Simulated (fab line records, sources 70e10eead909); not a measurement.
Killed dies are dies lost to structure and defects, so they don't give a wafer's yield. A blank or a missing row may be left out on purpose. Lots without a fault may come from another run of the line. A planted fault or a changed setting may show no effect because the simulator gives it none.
Which tool did it? | flow nand_harc | 13 lots, 39 wafers sampled, at 5 steps of a route of 1302

WHAT THE GAUGES READ, wafer by wafer
NHARC_A_ONON_D2_THK_MEAS_11: measures by ellipsometry. Usual: thk_nm 998 nm, standard deviation 11.
lot  | measured     | on            | thk_nm (nm)    | flag
L437 | day 12 15:05 | film_metro-02 | 992 991 993    |
L441 | day 13 19:54 | film_metro-02 | 1000 998 996   |
L443 | day 14 12:25 | film_metro-01 | 988 987 985    |
L442 | day 14 12:40 | film_metro-02 | 1000 1001 1001 |
L444 | day 15 06:38 | film_metro-02 | 1019 1019 1019 |
L446 | day 16 14:35 | film_metro-01 | 992 992 991    |
L449 | day 17 12:04 | film_metro-02 | 1000 1000 1001 |
L448 | day 17 12:30 | film_metro-02 | 1012 1011 1011 |
L450 | day 18 13:36 | film_metro-02 | 984 984 983    |
L451 | day 18 19:02 | film_metro-02 | 1009 1008 1007 |
L452 | day 18 19:05 | film_metro-01 | 1005 1006 1005 |
L456 | day 19 22:53 | film_metro-02 | 989 987 988    |
L457 | day 21 04:36 | film_metro-02 | 1017 1018 1017 |

NHARC_A_CHANNEL_HOLE_D2_CD_MEAS_10: target cd 100 nm. Usual: cd_nm 100.1 nm, standard deviation 0.46.
lot  | measured     | on        | cd_nm (nm)        | flag
L437 | day 13 04:39 | cd_sem-03 | 99.7 99.4 99.0    |
L441 | day 14 12:47 | cd_sem-03 | 100.9 100.3 100.3 |
L443 | day 15 02:44 | cd_sem-03 | 100.8 99.9 99.9   |
L442 | day 15 02:24 | cd_sem-01 | 100.2 99.6 100.6  |
L444 | day 15 21:07 | cd_sem-02 | 100.2 100.3 99.9  |
L446 | day 17 04:34 | cd_sem-01 | 100.5 100.4 99.9  |
L449 | day 18 02:31 | cd_sem-01 | 99.7 99.8 100.0   |
L448 | day 18 02:13 | cd_sem-03 | 100.1 99.5 100.3  |
L450 | day 19 03:22 | cd_sem-02 | 99.9 99.7 100.1   |
L451 | day 19 11:20 | cd_sem-01 | 99.3 100.0 99.9   |
L452 | day 19 12:59 | cd_sem-01 | 99.9 99.5 100.4   |
L456 | day 20 10:35 | cd_sem-01 | 100.3 99.9 100.9  |
L457 | day 21 19:59 | cd_sem-01 | 100.8 101.1 100.0 |

NHARC_END_SORT_01. Usual: killed_at_array 51, standard deviation 18; killed_at_other 1.0, standard deviation 1.2; killed_at_periphery 3.7, standard deviation 2.9; killed_dies 55, standard deviation 19; killed_open 3.5, standard deviation 1.9; killed_short 2.6, standard deviation 1.6.
lot  | measured     | on        | killed_at_array | killed_at_other | killed_at_periphery | killed_dies | killed_open | killed_short | flag
L450 | day 30 21:21 | prober-01 | 65 45 62        | 3 2 0           | 5 8 13              | 73 55 75    | 4 2 5       | 4 0 4        |

WHICH TOOL RAN EACH LOT (tool, then ch and the chambers of the sampled wafers, then the start)
lot  | NHARC_A_CHANNEL_HOLE_D2_SOFTBAKE_05 | NHARC_A_CHANNEL_HOLE_D2_ETCH_21
L437 | litho_track-04 ch 0, day 13 04:00   | har_etch-01 ch 0,1, day 13 07:31
L441 | litho_track-01 ch 0, day 14 12:00   | har_etch-01 ch 0, day 14 19:18
L443 | litho_track-01 ch 0, day 15 02:00   | har_etch-01 ch 0,1, day 15 07:41
L442 | litho_track-04 ch 0, day 15 02:00   | har_etch-02 ch 1, day 15 04:46
L444 | litho_track-01 ch 0, day 15 20:00   | har_etch-01 ch 0,1, day 16 01:38
L446 | litho_track-01 ch 0, day 17 04:00   | har_etch-02 ch 0,1, day 17 12:34
L449 | litho_track-04 ch 0, day 18 02:00   | har_etch-01 ch 0,1, day 18 07:01
L448 | litho_track-01 ch 0, day 18 01:00   | har_etch-02 ch 0,1, day 18 04:48
L450 | litho_track-06 ch 0, day 19 02:00   | har_etch-02 ch 1, day 19 05:13
L451 | litho_track-04 ch 0, day 19 11:00   | har_etch-01 ch 0,1, day 19 13:08
L452 | litho_track-04 ch 0, day 19 12:00   | har_etch-01 ch 0,1, day 19 17:30
L456 | litho_track-04 ch 0, day 20 10:00   | har_etch-01 ch 0,1, day 20 15:43
L457 | litho_track-06 ch 0, day 21 19:00   | har_etch-01 ch 0,1, day 21 21:55
- NHARC_A_CHANNEL_HOLE_D2_SOFTBAKE_05: time 55 s.
- NHARC_A_CHANNEL_HOLE_D2_ETCH_21: etches the open film in C4F8/O2/Ar, time 514.3 s, target depth 1600 nm.

WHAT THE TOOLS THEMSELVES READ (means of the sampled wafers that have a number; where no wafer has one, the mark that the record gives instead)
NHARC_A_CHANNEL_HOLE_D2_SOFTBAKE_05. Usual: heater_power_total_W 188.48 W, standard deviation 0.14; resist_line_temp_C 22.99 C, standard deviation 0.1.
lot  | tool           | heater_power_total_W (W) | resist_line_temp_C (C) | flag
L437 | litho_track-04 | 188.65                   | 23.11                  |
L441 | litho_track-01 | 188.50                   | 22.86                  |
L443 | litho_track-01 | 188.41                   | 22.97                  |
L442 | litho_track-04 | 188.48                   | 22.98                  |
L444 | litho_track-01 | 188.57                   | 23.04                  |
L446 | litho_track-01 | 188.42                   | 22.99                  |
L449 | litho_track-04 | 188.51                   | 23.09                  |
L448 | litho_track-01 | 188.45                   | 23.04                  |
L450 | litho_track-06 | 188.40                   | 22.91                  |
L451 | litho_track-04 | 188.49                   | 22.99                  |
L452 | litho_track-04 | 233.59                   | 23.09                  | OFF
L456 | litho_track-04 | 278.41                   | 22.87                  | OFF
L457 | litho_track-06 | 188.64                   | 22.92                  |

NHARC_A_CHANNEL_HOLE_D2_ETCH_21. Usual: chamber_pressure_mTorr 20.000 mTorr, standard deviation 0.019; drypump_motor_current_A 6.02 A, standard deviation 0.13; o2_flow_sccm 35.68 sccm, standard deviation 0.11; showerhead_plenum_p_Torr 3.677 Torr, standard deviation 0.03; throttle_valve_pct 32.154 %, standard deviation 0.0093.
lot  | tool        | chamber_pressure_mTorr (mTorr) | drypump_motor_current_A (A) | o2_flow_sccm (sccm) | showerhead_plenum_p_Torr (Torr) | throttle_valve_pct (%) | flag
L437 | har_etch-01 | 20.016                         | 6.00                        | 35.67               | 3.699                           | 32.155                 |
L441 | har_etch-01 | 20.009                         | 6.08                        | 35.72               | 3.687                           | 32.157                 |
L443 | har_etch-01 | 20.008                         | 6.00                        | 35.73               | 3.680                           | 32.157                 |
L442 | har_etch-02 | 20.007                         | 6.18                        | 35.59               | 3.722                           | 32.157                 |
L444 | har_etch-01 | 19.997                         | 6.00                        | 35.66               | 3.674                           | 32.159                 |
L446 | har_etch-02 | 19.993                         | 6.10                        | 35.76               | 3.710                           | 32.154                 |
L449 | har_etch-01 | 19.994                         | 5.92                        | 35.59               | 3.656                           | 32.149                 |
L448 | har_etch-02 | 20.026                         | 6.13                        | 35.71               | 3.701                           | 32.159                 |
L450 | har_etch-02 | 19.999                         | 6.19                        | 35.74               | 3.695                           | 32.154                 |
L451 | har_etch-01 | 20.003                         | 5.92                        | 35.77               | 3.650                           | 32.161                 |
L452 | har_etch-01 | 19.989                         | 5.94                        | 35.64               | 3.648                           | 32.156                 |
L456 | har_etch-01 | 20.004                         | 5.92                        | 35.71               | 3.639                           | 32.152                 |
L457 | har_etch-01 | 20.001                         | 5.92                        | 35.61               | 3.629                           | 32.152                 |

THE ANSWER, worked out from the rows above alone
Rule: a lot is off if the mean of its wafers that have a number lies more than 3 standard deviations from the usual mean. A lot without any number at a reading at which 4 lots or more have one is off too. The other lots that the step has rows for count as sound. The gauges are gone through in route order, then the tools' own readings, and for those a lot's mean is taken as printed above. The first step at which some lot is off is used, and at that step the reading that is off furthest; a lot without a number counts as furthest.
Off: L452, L456, at NHARC_A_CHANNEL_HOLE_D2_SOFTBAKE_05 (heater_power_total_W).
A tool fits if, at that step or a process step before it, it ran every lot that is off, and no sound lot after the first of them. One fits: litho_track-04 at NHARC_A_CHANNEL_HOLE_D2_SOFTBAKE_05. Its last sound lot is L451 (day 19 11:00), its first lot that is off L452 (day 19 12:00): a fault that began between those two fits.
The tool's own readings at NHARC_A_CHANNEL_HOLE_D2_SOFTBAKE_05 bear it out: on the lots that are off they differ by more than 5 times the standard deviation of the sound lots' means. heater_power_total_W reads 256.00 W there against 188.50 W on the sound lots.

WHAT THE SIMULATOR HAD PUT IN
Process parameter drift: litho_track-04, from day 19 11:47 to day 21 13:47, at NHARC_A_CHANNEL_HOLE_D2_SOFTBAKE_05. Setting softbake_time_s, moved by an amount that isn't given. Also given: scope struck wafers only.
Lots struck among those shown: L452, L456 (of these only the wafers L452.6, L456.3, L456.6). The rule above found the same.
